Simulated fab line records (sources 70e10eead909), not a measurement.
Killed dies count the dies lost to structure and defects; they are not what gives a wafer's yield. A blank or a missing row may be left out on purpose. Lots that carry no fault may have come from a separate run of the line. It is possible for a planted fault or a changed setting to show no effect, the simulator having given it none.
Matching of chambers :: flow nandHarc :: NHARC_A_SLIT_DEP_25 on pecvd-03 has 3 sister chambers
The step deposits SiO2, target thk 200 nm. 3 wafers are shown with their chamber, then 6 later ones without.

== WAFERS WITH THEIR CHAMBER ==
wafer: L533.4
chamber: 1
throttleValvePct (%): 16.5

wafer: L547.4
chamber: 2
throttleValvePct (%): 15.2

wafer: L547.5
chamber: 0
throttleValvePct (%): 16.8

== WAFERS WITH NO CHAMBER GIVEN ==
wafer: L550.1
throttleValvePct (%): 16.6

wafer: L550.2
throttleValvePct (%): 16.8

wafer: L550.5
throttleValvePct (%): 16.7

wafer: L553.1
throttleValvePct (%): 16.4

wafer: L553.3
throttleValvePct (%): 16.6

wafer: L553.5
throttleValvePct (%): 16.7

== WHICH CHAMBER EACH WENT THROUGH ==
wafer: L550.1
from the rows above: can't be placed: 1 or 0
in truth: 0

wafer: L550.2
from the rows above: 0
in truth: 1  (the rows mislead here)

wafer: L550.5
from the rows above: can't be placed: 0 or 1
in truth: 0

wafer: L553.1
from the rows above: 1
in truth: 1

wafer: L553.3
from the rows above: can't be placed: 1 or 0
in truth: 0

wafer: L553.5
from the rows above: can't be placed: 0 or 1
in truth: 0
1 of 6 placed correctly. From these rows, 4 cannot be placed; in 4 the true chamber is one of the candidates. Wrongly placed: 1.
How it was worked out, from the rows above alone: a wafer's distance from a chamber is the root of the sum, over the readings, of the square of ((its reading less the chamber's mean) divided by the reading's scatter). If the next closest chamber is less than 2 further off than the closest, the wafer can't be placed; otherwise it belongs to the closest. A chamber's mean is the mean of its shown wafers. The scatter: root of mean squared gap, hidden wafer to nearest shown wafer, with one shown wafer a chamber.
